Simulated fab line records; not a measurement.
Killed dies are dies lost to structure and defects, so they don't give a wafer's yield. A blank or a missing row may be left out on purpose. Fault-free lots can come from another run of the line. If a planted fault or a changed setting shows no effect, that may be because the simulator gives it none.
fab line records	flow nandHarc
record: lots: 7	wafers: 21	lastDay: 33
route steps=1302 shown A_CHANNEL_HOLE_D1@457 END@1302
lots that met no fault: from a run of the same line without faults
startH: start of the lot's first displayed wafer, in hours after the record's first day	waitH: time in hours since the lot's previous step	" as in the row above	L1.1+2: a single row standing in for several wafers	- no value, or no start given	* or withheld: withheld	< > ~ a bound
route shown NAME@n: names a module that has steps shown in the file, with the first one's number in the route	usual: mean/standard deviation of fault-free wafers	same: alike in all rows	chamber/n: place in a boat	sites: each site's reading	_std_site: the values' standard deviation	_edge_site: the outer-site mean with the inner-site mean subtracted	radiusMm: for every site, how far away it sits from the centre of the wafer	mask NAME#n: copy n	behind: tool/chamber where the wafer was last shaped	hold: why the lot went on hold/how many hours it stayed there/how the hold came to an end	device: transistor that didn't switch, given as n, p or np	end of line: the tests these same wafers got at the end of their route	step lacking rows: just its recipe	killed: the dies lost at the first sort to structure and to defects; this is not the yield of the wafer	map: a wafer's dies, marking killed ones x, the rest . and places with no die _
set.NAME: setting as actually run; set.NAME@STEP: the setting as run at that earlier step	model.NAME: the simulator's own value behind a step, which no gauge read
a table for each step, a row for each wafer; lots at some steps of the route
services: when a tool's chamber went out of use (startH, in hours from the record's first day, below 0 if earlier), for how many hours, and the reason
== steps ==
step: NHARC_A_CHANNEL_HOLE_D1_SOFTBAKE_05
recipe: tempC: 105	timeS: 55
step: NHARC_A_CHANNEL_HOLE_D1_EBR_06
step: NHARC_A_CHANNEL_HOLE_D1_EXPOSE_07
recipe: na: 1.35	targetCdNm: 100	sigmaOuter: 0.3	doseMj: 59.65	maskId: HOLE_D1
step: NHARC_A_CHANNEL_HOLE_D1_PEB_08
recipe: pebTempC: 100	pebTimeS: 65
step: NHARC_A_CHANNEL_HOLE_D1_DEVELOP_09
recipe: developTimeS: 35	devTempC: 23
step: NHARC_A_CHANNEL_HOLE_D1_CD_MEAS_10
recipe: targetCdNm: 100	landingEnergyEv: 500
usual: cdNm: 99.9/0.4
lot.wafer	tool	chamber	startH	waitH	cdNm
L569.2	cdSem-03	0	199.65	-	99.9
L569.3	"	0	"	"	99.3
L569.5	"	0	"	"	99.9
L573.4	cdSem-02	0	241.05	-	100.3
L573.5	"	0	"	"	101.1
L573.6	"	0	"	"	100.3
L575.1	cdSem-02	0	263.59	-	100.2
L575.5	"	0	"	"	99.9
L575.6	"	0	"	"	99.4
L576.4	cdSem-03	0	271.52	-	99.0
L576.5	"	0	"	"	99.5
L576.6	"	0	"	"	100.1
L578.2	cdSem-01	0	286.42	-	99.9
L578.5	"	0	"	"	99.8
L578.6	"	0	"	"	100.0
L585.1	cdSem-03	0	359.12	-	99.8
L585.5	"	0	"	"	99.7
L585.6	"	0	"	"	99.7
L590.3	cdSem-01	0	407.13	-	99.6
L590.4	"	0	"	"	99.6
L590.6	"	0	"	"	99.3
step: NHARC_A_CHANNEL_HOLE_D1_OVL_MEAS_11
usual: overlayXNm: -0.1/0.79	overlayYNm: 0.2/0.8
lot.wafer	tool	chamber	startH	waitH	overlayXNm	overlayYNm
L569.2	overlay-02	-	199.74	-	-1.1	0.2
L569.3	"	-	"	"	-1.2	0.2
L569.5	"	-	"	"	-0.9	0.3
L573.4	overlay-02	-	241.13	-	-0.4	0.7
L573.5	"	-	"	"	0.0	0.5
L573.6	"	-	"	"	0.2	0.6
L575.1	overlay-02	-	263.68	-	-0.1	1.2
L575.5	"	-	"	"	-0.7	1.5
L575.6	"	-	"	"	-0.8	1.6
L576.4	overlay-02	-	271.61	-	0.4	-0.7
L576.5	"	-	"	"	0.1	-1.0
L576.6	"	-	"	"	0.7	-1.1
L578.2	overlay-02	-	286.51	-	-0.1	0.5
L578.5	"	-	"	"	0.0	1.2
L578.6	"	-	"	"	-0.2	1.0
L585.1	overlay-02	-	359.21	-	0.2	1.6
L585.5	"	-	"	"	-0.2	1.5
L585.6	"	-	"	"	0.5	2.5
L590.3	overlay-02	-	407.21	-	-1.3	0.3
L590.4	"	-	"	"	-0.6	0.7
L590.6	"	-	"	"	-1.5	0.9
step: NHARC_A_CHANNEL_HOLE_D1_INSPECT_12
usual: rawDefectCount: 5.6/2.8
lot.wafer	tool	chamber	startH	waitH	rawDefectCount
L569.2	defectInspect-01	-	199.77	0.0	13
L569.3	"	-	"	"	3
L569.5	"	-	"	"	11
L573.4	defectInspect-02	-	241.17	0.0	5
L573.5	"	-	"	"	6
L573.6	"	-	"	"	3
L575.1	defectInspect-02	-	263.71	0.0	3
L575.5	"	-	"	"	3
L575.6	"	-	"	"	9
L576.4	defectInspect-02	-	271.64	0.0	6
L576.5	"	-	"	"	6
L576.6	"	-	"	"	6
L578.2	defectInspect-01	-	286.55	0.0	8
L578.5	"	-	"	"	7
L578.6	"	-	"	"	8
L585.1	defectInspect-02	-	359.25	0.0	7
L585.5	"	-	"	"	10
L585.6	"	-	"	"	1
L590.3	defectInspect-01	-	407.25	0.0	10
L590.4	"	-	"	"	8
L590.6	"	-	"	"	4
step: NHARC_A_CHANNEL_HOLE_D1_DESCUM_15
recipe: timeS: 3	o2FlowSccm: 200	arFlowSccm: 0	biasPowerW: 0	chemistry: O2
usual: drypumpMotorCurrentA: 5.9/0.33	oesProductAu: 1.001/0.0084	rfVppV: 57.7/0.93	showerheadPlenumPTorr: 1.89/0.081	throttleValvePct: 11.312/0.0088
lot.wafer	tool	chamber	startH	waitH	drypumpMotorCurrentA	oesProductAu	rfHoursCounterH	rfVppV	showerheadPlenumPTorr	throttleValvePct
L569.2	rieDiel-13	2	199.84	0.1	5.3	0.992	7	57.9	1.84	11.309
L569.3	"	0	"	"	6.0	1.007	7	57.4	1.87	11.318
L569.5	"	2	"	"	5.3	0.993	-	56.1	1.84	11.316
L573.4	rieDiel-07	0	241.24	0.1	5.5	0.993	7	56.0	1.82	11.311
L573.5	"	2	"	"	6.3	0.990	-	56.9	1.92	11.313
L573.6	"	3	"	"	6.1	1.006	-	58.1	1.84	11.300
L575.1	rieDiel-07	2	263.77	0.1	6.3	1.000	10	58.1	1.92	11.330
L575.5	"	2	"	"	6.3	0.996	-	59.6	1.92	11.293
L575.6	"	3	"	"	6.1	1.012	-	57.8	1.84	11.307
L576.4	rieDiel-07	0	271.70	0.1	5.6	0.994	11	58.2	1.82	11.300
L576.6	"	0	"	"	5.5	0.979	-	58.5	1.82	11.317
L576.5	"	1	"	"	6.1	1.003	-	58.6	2.03	11.302
L578.2	rieDiel-07	1	286.62	0.1	6.0	1.008	11	57.7	2.03	11.297
L578.6	"	0	"	"	5.6	0.990	-	56.2	1.82	11.319
L578.5	"	1	"	"	6.1	0.999	-	58.5	2.03	11.308
L585.1	rieDiel-07	3	359.31	0.1	6.1	1.012	5	56.4	1.84	11.316
L585.6	"	3	"	"	6.1	1.011	-	58.7	1.84	11.312
L585.5	"	0	"	"	5.5	1.002	-	57.2	1.82	11.309
L590.3	rieDiel-07	1	407.31	0.1	6.1	0.992	10	58.5	2.02	11.309
L590.4	"	2	"	"	6.3	1.007	10	56.0	1.92	11.317
L590.6	"	1	"	"	6.1	0.992	-	57.5	2.02	11.315
step: NHARC_A_CHANNEL_HOLE_D1_ETCH_38
recipe: targetDepthA: 390	overEtchFrac: 0.3	timeS: 65	ionEnergyEv: 80	cf4FlowSccm: 150	arFlowSccm: 0	rfW: 300	biasW: 100	chemistry: CF4
usual: drypumpMotorCurrentA: 5.9/0.33	oesProductAu: 1.002/0.008	rfVppV: 151.0/1.2	showerheadPlenumPTorr: 1.75/0.069	throttleValvePct: 13.283/0.0093
same: overEtchFrac: 0.3
lot.wafer	tool	chamber	startH	waitH	drypumpMotorCurrentA	oesProductAu	rfHoursCounterH	rfVppV	showerheadPlenumPTorr	throttleValvePct
L569.3	rieDiel-13	3	199.93	0.1	5.4	1.014	8	150.0	1.67	13.284
L569.2	"	0	"	"	6.1	1.001	7	150.2	1.73	13.281
L569.5	"	3	"	"	5.4	1.016	-	150.3	1.67	13.284
L573.4	rieDiel-07	2	241.32	0.1	6.3	0.987	9	151.3	1.77	13.264
L573.5	"	1	"	"	6.1	0.990	-	152.0	1.87	13.283
L573.6	"	2	"	"	6.3	0.992	-	151.7	1.77	13.266
L575.1	rieDiel-07	3	263.88	0.1	6.1	1.007	10	150.5	1.71	13.270
L575.5	"	0	"	"	5.5	0.992	-	149.1	1.69	13.277
L575.6	"	1	"	"	6.1	1.001	-	152.8	1.87	13.271
L576.4	rieDiel-07	1	271.80	0.1	6.0	0.992	10	152.1	1.87	13.288
L576.6	"	3	"	"	6.1	1.003	-	150.7	1.71	13.285
L576.5	"	0	"	"	5.5	0.992	-	151.1	1.69	13.288
L578.2	rieDiel-07	3	286.71	0.1	6.1	1.013	12	150.4	1.71	13.277
L578.6	"	0	"	"	5.6	0.993	-	150.7	1.69	13.281
L578.5	"	1	"	"	6.1	0.994	-	152.2	1.87	13.271
L585.1	rieDiel-07	2	359.39	0.1	6.3	1.002	6	149.6	1.77	13.292
L585.6	"	2	"	"	6.3	1.017	-	150.5	1.77	13.289
L585.5	"	3	"	"	6.1	1.023	-	150.5	1.70	13.281
L590.4	rieDiel-07	3	407.39	0.1	6.1	1.005	9	150.9	1.70	13.279
L590.3	"	1	"	"	6.1	0.992	10	152.0	1.86	13.279
L590.6	"	0	"	"	5.5	0.997	-	150.4	1.68	13.294
step: NHARC_A_CHANNEL_HOLE_D1_ETCH_39
recipe: targetDepthA: 2600	overEtchFrac: 0.3	timeS: 325	ionEnergyEv: 200	n2FlowSccm: 150	h2FlowSccm: 150	arFlowSccm: 0	rfW: 400	biasW: 150	chemistry: N2/H2
usual: drypumpMotorCurrentA: 5.9/0.33	oesProductAu: 1.004/0.0081	rfVppV: 429.9/2.4	showerheadPlenumPTorr: 2.02/0.085	throttleValvePct: 14.171/0.0099
same: overEtchFrac: 0.3
lot.wafer	tool	chamber	startH	waitH	drypumpMotorCurrentA	oesProductAu	rfHoursCounterH	rfVppV	showerheadPlenumPTorr	throttleValvePct
L569.3	rieDiel-13	1	-	-	5.9	1.009	6	433.9	2.11	14.186
L569.2	"	3	"	"	5.4	1.019	8	427.3	1.92	14.174
L569.5	"	2	"	"	5.3	0.999	-	428.1	1.96	14.177
L573.4	rieDiel-07	2	-	-	6.3	0.996	9	430.4	2.05	14.167
L573.5	"	2	"	"	6.3	0.999	-	429.7	2.05	14.160
L573.6	"	3	"	"	6.1	1.008	-	428.4	1.96	14.175
L575.1	rieDiel-07	0	-	-	5.5	0.996	9	429.5	1.94	14.189
L575.6	"	2	"	"	6.3	0.995	-	431.2	2.05	14.177
L575.5	"	3	"	"	6.1	0.995	-	430.0	1.96	14.161
L576.4	rieDiel-07	2	-	-	6.3	0.992	12	430.6	2.05	14.183
L576.6	"	3	"	"	6.1	1.013	-	427.5	1.96	14.162
L576.5	"	0	"	"	5.5	0.994	-	428.4	1.93	14.180
L578.2	rieDiel-07	2	-	-	6.3	1.006	13	430.7	2.05	14.184
L578.5	"	2	"	"	6.3	1.000	-	429.9	2.04	14.172
L578.6	"	3	"	"	6.1	1.014	-	426.9	1.96	14.172
L585.1	rieDiel-07	3	-	-	6.1	1.010	5	428.1	1.96	14.166
L585.5	"	0	"	"	5.5	1.001	-	427.1	1.93	14.172
L585.6	"	1	"	"	6.1	0.996	-	433.8	2.16	14.191
L590.4	rieDiel-07	2	-	-	6.3	1.003	10	430.7	2.04	14.168
L590.3	"	3	"	"	6.1	1.017	9	428.4	1.96	14.187
L590.6	"	3	"	"	6.1	1.011	-	428.0	1.96	14.162
step: NHARC_A_CHANNEL_HOLE_D1_ETCH_34
recipe: targetDepthA: 1540	timeS: 77	cf4FlowSccm: 100	chf3FlowSccm: 30	arFlowSccm: 0	rfW: 500	biasW: 200	chemistry: CF4/CHF3
usual: drypumpMotorCurrentA: 5.9/0.32	oesProductAu: 0.942/0.022	rfVppV: 370.1/2.2	showerheadPlenumPTorr: 1.56/0.062	throttleValvePct: 16.802/0.0092
lot.wafer	tool	chamber	startH	waitH	drypumpMotorCurrentA	oesProductAu	rfHoursCounterH	rfVppV	showerheadPlenumPTorr	throttleValvePct
L569.3	rieDiel-13	0	-	-	6.1	0.925	7	368.8	1.54	16.803
L569.2	"	1	"	"	5.9	0.927	7	372.0	1.62	16.816
L569.5	"	0	"	"	6.1	0.926	-	369.7	1.54	16.787
L573.4	rieDiel-07	3	-	-	6.1	0.927	8	367.9	1.52	16.800
L573.5	"	2	"	"	6.3	0.936	-	370.2	1.58	16.801
L573.6	"	3	"	"	6.1	0.937	-	367.2	1.52	16.810
L575.1	rieDiel-07	1	-	-	6.0	0.920	9	374.1	1.66	16.796
L575.6	"	3	"	"	6.1	0.940	-	370.7	1.52	16.812
L575.5	"	0	"	"	5.6	0.924	-	368.0	1.50	16.798
L576.4	rieDiel-07	1	-	-	6.0	0.950	10	374.0	1.66	16.806
L576.6	"	0	"	"	5.5	0.948	-	367.9	1.50	16.795
L576.5	"	1	"	"	6.1	0.944	-	373.8	1.66	16.808
L578.2	rieDiel-07	1	-	-	6.1	0.931	11	374.6	1.66	16.810
L578.5	"	1	"	"	6.0	0.915	-	373.6	1.66	16.790
L578.6	"	2	"	"	6.3	0.915	-	370.9	1.58	16.807
L585.1	rieDiel-07	2	-	-	6.3	0.930	6	369.7	1.58	16.813
L585.5	"	1	"	"	6.1	0.918	-	372.2	1.66	16.814
L585.6	"	2	"	"	6.3	0.930	-	371.0	1.58	16.799
L590.3	rieDiel-07	2	-	-	6.3	0.931	10	370.6	1.57	16.795
L590.4	"	0	"	"	5.5	0.928	8	369.0	1.50	16.819
L590.6	"	2	"	"	6.3	0.929	-	371.5	1.57	16.815
step: NHARC_A_CHANNEL_HOLE_D1_ETCH_16
recipe: targetDepthA: 31000	overEtchFrac: 0.3	timeS: 806	ionEnergyEv: 150	o2FlowSccm: 400	cosFlowSccm: 20	arFlowSccm: 0	rfW: 500	biasW: 300	chemistry: O2/COS
usual: drypumpMotorCurrentA: 5.9/0.32	oesProductAu: 1.002/0.0087	rfVppV: 313.7/1.8	showerheadPlenumPTorr: 3.09/0.12	throttleValvePct: 28.331/0.0082
same: overEtchFrac: 0.3
lot.wafer	tool	chamber	startH	waitH	drypumpMotorCurrentA	oesProductAu	rfHoursCounterH	rfVppV	showerheadPlenumPTorr	throttleValvePct
L569.2	rieDiel-13	0	200.83	-	6.1	1.004	7	314.7	3.05	28.326
L569.3	"	1	"	"	5.9	1.010	7	315.2	3.22	28.327
L569.5	"	0	"	"	6.1	1.000	-	313.2	3.05	28.328
L573.4	rieDiel-07	2	241.93	-	6.3	1.003	9	315.4	3.13	28.324
L573.5	"	3	"	"	6.1	0.999	-	311.7	3.01	28.337
L573.6	"	0	"	"	5.6	1.010	-	312.9	2.98	28.344
L575.1	rieDiel-07	3	264.30	-	6.1	1.021	10	312.9	3.01	28.331
L575.6	"	3	"	"	6.1	0.860	-	314.2	3.01	28.328
L575.5	"	0	"	"	5.6	1.000	-	312.8	2.97	28.338
L576.4	rieDiel-07	2	272.29	-	6.3	0.848	12	314.1	3.13	28.332
L576.5	"	1	"	"	6.1	0.997	-	316.2	3.30	28.319
L576.6	"	2	"	"	6.3	0.848	-	314.4	3.13	28.319
L578.2	rieDiel-07	2	287.25	-	6.3	0.995	13	314.2	3.13	28.315
L578.6	"	0	"	"	5.6	0.853	-	311.1	2.97	28.335
L578.5	"	1	"	"	6.0	0.999	-	316.3	3.30	28.333
L585.1	rieDiel-07	2	359.84	-	6.3	1.012	6	314.2	3.13	28.330
L585.5	"	2	"	"	6.3	0.997	-	314.2	3.13	28.335
L585.6	"	3	"	"	6.1	1.021	-	312.3	3.01	28.350
L590.3	rieDiel-07	0	407.88	-	5.6	0.997	8	312.6	2.97	28.332
L590.4	"	1	"	"	6.1	0.999	11	315.4	3.29	28.325
L590.6	"	1	"	"	6.1	1.001	-	316.2	3.29	28.319
step: NHARC_A_CHANNEL_HOLE_D1_CD_MEAS_18
usual: cdNm: 99.2/2.2
lot.wafer	tool	chamber	startH	waitH	cdNm
L569.2	cdSem-03	-	201.41	-	97.3
L569.3	"	-	"	"	94.8
L569.5	"	-	"	"	95.5
L573.4	cdSem-02	-	242.34	-	100.6
L573.5	"	-	"	"	100.8
L573.6	"	-	"	"	96.5
L575.1	cdSem-03	-	264.88	-	98.2
L575.5	"	-	"	"	95.9
L575.6	"	-	"	"	98.9
L576.4	cdSem-01	-	272.82	-	97.3
L576.5	"	-	"	"	97.3
L576.6	"	-	"	"	94.9
L578.2	cdSem-01	-	287.71	-	97.0
L578.5	"	-	"	"	101.6
L578.6	"	-	"	"	96.9
L585.1	cdSem-01	-	360.41	-	100.4
L585.5	"	-	"	"	95.6
L585.6	"	-	"	"	104.1
L590.3	cdSem-01	-	408.47	-	101.7
L590.4	"	-	"	"	101.7
L590.6	"	-	"	"	101.9
step: NHARC_END_SORT_01
recipe: tempC: 25
usual: killedAtArray: 46/16	killedAtOther: 0.9/1.3	killedAtPeriphery: 4.1/3	killedDies: 51/17	killedOpen: 3.5/1.8	killedShort: 2.5/1.8
same: grossDies: 677
lot.wafer	tool	chamber	startH	waitH	killedAtArray	killedAtOther	killedAtPeriphery	killedDies	killedOpen	killedShort
L575.6	prober-02	0	662.75	4.0	389	0	6	395	4	3
L576.4	prober-01	0	661.16	3.5	425	1	7	433	7	3
L576.6	prober-01	0	662.80	4.1	411	0	2	413	5	2
L578.2	prober-02	0	668.91	2.8	25	0	2	27	3	0
L578.5	prober-02	0	671.29	3.7	33	0	0	33	2	1
L578.6	prober-02	0	672.08	4.0	446	0	0	446	3	2
L590.3	prober-01	0	792.52	3.1	50	4	1	55	3	4
L590.4	prober-01	0	793.32	3.4	51	3	1	55	7	2
L590.6	prober-01	0	794.93	4.0	63	1	3	67	6	4
killed by level:class
L576.4 A_CHANNEL_HOLE_D1:areaEtch=337 A_CHANNEL_HOLE_D1:chamberFilmFlake=37 A_SLIT:chamberFilmFlake=36 P_GATE:chamberFilmFlake=4 A_CHANNEL_HOLE_D2:chamberFilmFlake=4 A_CONTACT:chamberFilmFlake=2 P_CONTACT:geometricParticle:open=1 P_M0:geometricParticle:open=1
L575.6 A_CHANNEL_HOLE_D1:areaEtch=344 A_CHANNEL_HOLE_D1:chamberFilmFlake=20 A_CHANNEL_HOLE_D2:chamberFilmFlake=8 P_GATE:chamberFilmFlake=3 A_CHANNEL_HOLE_D1:geometricParticle:open=2 P_M2:chamberFilmFlake=2 A_CHANNEL_FILL_D1:chamberFilmFlake=2 A_CHANNEL_FILL_D2:chamberFilmFlake=2
L576.6 A_CHANNEL_HOLE_D1:areaEtch=330 A_CHANNEL_HOLE_D1:chamberFilmFlake=33 A_SLIT:chamberFilmFlake=21 A_CHANNEL_HOLE_D2:chamberFilmFlake=16 A_CONTACT:chamberFilmFlake=3 A_M0:geometricParticle:open=2 A_ONON_D1:geometricParticle:short=1 A_CHANNEL_FILL_D2:geometricParticle:short=1
L578.2 A_CHANNEL_HOLE_D2:chamberFilmFlake=12 A_CONTACT:chamberFilmFlake=7 A_M1:chamberFilmFlake=2 P_M0:geometricParticle:open=1 P_M1:geometricParticle:open=1 A_DECK1_JOINT:geometricParticle:open=1 A_ZERO_WELL:chamberFilmFlake=1 A_CHANNEL_HOLE_D1:chamberFilmFlake=1
L578.5 A_CHANNEL_HOLE_D2:chamberFilmFlake=12 A_CONTACT:chamberFilmFlake=7 A_CHANNEL_HOLE_D1:chamberFilmFlake=5 A_M1:chamberFilmFlake=4 A_SLIT:chamberFilmFlake=2 A_ONON_D2:geometricParticle:open=1 A_CHANNEL_FILL_D2:geometricParticle:short=1 A_M0:geometricParticle:open=1
L578.6 A_CHANNEL_HOLE_D1:areaEtch=422 A_CHANNEL_HOLE_D2:chamberFilmFlake=6 A_CHANNEL_HOLE_D1:chamberFilmFlake=5 A_SLIT:chamberFilmFlake=3 A_CONTACT:chamberFilmFlake=3 A_CHANNEL_FILL_D2:geometricParticle:open=2 A_WL_FILL:geometricParticle:short=2 A_BLC:geometricParticle:open=1
L590.3 A_CHANNEL_HOLE_D2:chamberFilmFlake=21 A_SLIT:chamberFilmFlake=12 A_STAIRCASE:chamberFilmFlake=8 A_CONTACT:chamberFilmFlake=3 THIN_TSV:chamberFilmFlake=3 P_CONTACT:geometricParticle:open=1 A_ONON_D1:geometricParticle:open=1 A_ONON_D2:geometricParticle:short=1
L590.4 A_CHANNEL_HOLE_D2:chamberFilmFlake=16 A_STAIRCASE:chamberFilmFlake=7 A_SLIT:chamberFilmFlake=7 A_CONTACT:chamberFilmFlake=7 A_ONON_D2:geometricParticle:open=2 A_CHANNEL_HOLE_D2:geometricParticle:open=2 A_CHANNEL_HOLE_D1:chamberFilmFlake=2 THIN_TSV:chamberFilmFlake=2
L590.6 A_CHANNEL_HOLE_D2:chamberFilmFlake=21 A_SLIT:chamberFilmFlake=16 A_CONTACT:chamberFilmFlake=8 A_STAIRCASE:chamberFilmFlake=4 A_SGD_CUT:chamberFilmFlake=4 A_DECK1_JOINT:geometricParticle:open=2 A_WL_FILL:geometricParticle:open=2 P_M1:geometricParticle:short=1
map L575.6 (x killed, . not)
____________x____________
_________xxxxxx._________
_______xxxxx.xxx.x_______
______xxxxx.xxx.xxx______
_____xxxxxxxx..x...x_____
____xxxx.x.xxx.x..xx.____
____xxxxxx...x.x..xxx____
___xxxxxxx.xx..xxxxxxx___
___xxxx.x.x...x.x...xx___
__.x.xx.xxx.x..x....xxx__
__xxxx.xxxxx.x...xxxx..__
_xxxx...xxx..x.x...x.x.x_
_xx..x.x.........x..x.xx_
_xxxxxx.xxxx....x.x.xx.._
_xxx..x.x..xx..xxx....x._
_xxxxxxx.......x..x.xxxx_
xxxxxxx..x..x........x.xx
xx.xxxxx.xx.........xx.xx
xxxx........x....xxx.x..x
x.xxxx..xx..x.x....xxx..x
xxxx.x.x..x..x..x...x..x.
_xxxxxx........x...x..xx_
_xxxxx........x......xx._
_xxxxxxxx.......x....xxx_
_xxxxxx..x...x.......xxx_
_xxx.xxx.x.....x.xxx.xxx_
__xxx.xx...x.x..xxx..xx__
__xxxxxx....x.x.x.xxxxx__
___xxxxx.xx..x...x..xx___
___xxxxx.x.x...x.x..x.___
____xx..x.xx.x..xxxxx____
____xxxxxx.x.x.xx.xxx____
_____xx.xxxxx.xxxxxx_____
______xxxxxxx..xx.x______
_______xxxxxxxxxxx_______
_________xxxxxxx_________
____________x____________
map L576.4 (x killed, . not)
____________x____________
_________xx..xxx_________
_______xx..xxxx.xx_______
______xxxxxx.xx.x..______
_____.xx..xxx...xxxx_____
____xx..xxx..xx..xxxx____
____x..xx....x.xxxxxx____
___x.xxxx..x.xxxxxxxxx___
___.xxxx...x.xxxxxxxx.___
__xxxxx.xx..x.x.xxxxxxx__
__.x.xx.xxx.x.x.xxx.x.x__
_..x.x..xxx....xx.x...xx_
_x.xxxxx...x.....xx..x.._
_xxx..x.x.x......xxx.xxx_
_.xx.x...xx...xxx.x..xxx_
_xxxx..x.xx.x....x..x.xx_
xxxx..xxx.....xxx..x.xx.x
xxxxxx..x..x.x......x.xxx
xxxxxxxxxx..x.....xxxxx..
xxxxx.xx..xx.....x.xx.xxx
x.xxxxx......x....x..xx..
_xxxx..x.x.xxx.x.xxxxxx._
_xxxxxxx.xx...xx.....x.._
_.xxxxx...xxx.x.xxxxxx.x_
_xxxx...xxx.x.x..x...xxx_
_xxxx.x...xxx.xx..x..xx._
__xxxx.xx.xx....xxxxxxx__
__.xx.xx.x.xx.xxx.xx.xx__
___xxxx...x..x.x.xxxxx___
___xxxxxxxx..xx...xxxx___
____xx.xxxxxxx..xxxxx____
____xxxxxxxxxxx..x.xx____
_____xxxxxxxxxxxxx.x_____
______xxxxxxxxxxxxx______
_______xxxxxxxxxxx_______
_________xxxxxxx_________
____________x____________
== services ==
tool	chamber	startH	hours	kind
rieDiel-13	-	186.67	0.6	repair
rieDiel-07	0	200.10	-	clean
rieDiel-07	1	200.10	-	clean
rieDiel-07	2	200.10	-	clean
rieDiel-07	3	200.10	-	clean
rieDiel-13	-	222.22	1.0	repair
rieDiel-07	0	224.60	-	clean
rieDiel-07	1	224.60	-	clean
rieDiel-07	2	224.60	-	clean
rieDiel-07	3	224.60	-	clean
rieDiel-07	3	225.57	2.3	repair
rieDiel-07	1	248.96	11.9	repair
rieDiel-07	0	249.10	-	clean
rieDiel-07	2	249.10	-	clean
rieDiel-07	3	249.10	-	clean
rieDiel-13	0	251.50	13.5	repair
rieDiel-07	-	285.05	0.3	repair
rieDiel-07	-	294.90	9.0	pm
rieDiel-07	0	314.04	8.0	repair
rieDiel-07	3	324.45	5.9	repair
rieDiel-13	3	339.40	1.3	repair
rieDiel-13	-	344.23	9.0	pm
rieDiel-07	2	370.22	1.8	repair
rieDiel-13	-	375.05	0.7	repair
== key ==
firstSign: step: NHARC_A_CHANNEL_HOLE_D1_ETCH_16	reading: oesProductAu	direction: down	sigmas: 17	usual: 1.002	struck: 0.852
effect: step: NHARC_END_SORT_01	reading: killedAtArray	direction: up	sigmas: 23	usual: 46	struck: 418
moreKillsBornAt: NHARC_A_CHANNEL_HOLE_D1_ETCH_16@rieDiel-07: 1433
metAt NHARC_A_CHANNEL_HOLE_D1_ETCH_16
struckWafers L575.6,L576.4,L576.6,L578.6
laterRowsLeftOut L575.6,L578.6
testerLeftOut L575,L576,L578
onsetBetween 241.93 264.30
fault: kind: processParameterDrift	tool: rieDiel-07	chamber: -	onsetH: 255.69	steps: NHARC_A_CHANNEL_HOLE_D1_ETCH_16	channel: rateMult	offset: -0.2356	shape: step	endH: 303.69	scope: struckWafersOnly
testerLeftOut: of these lots the tester's yield and bins aren't shown, on N5 and GAA mostly nor the transistor test; their killed dies are dies lost to structure and defects alone, not to doping, threshold or leakage, so they don't give the yield
laterRowsLeftOut: the simulator's readings of these wafers behind a module that went badly wrong aren't trusted and aren't shown, but for the sort
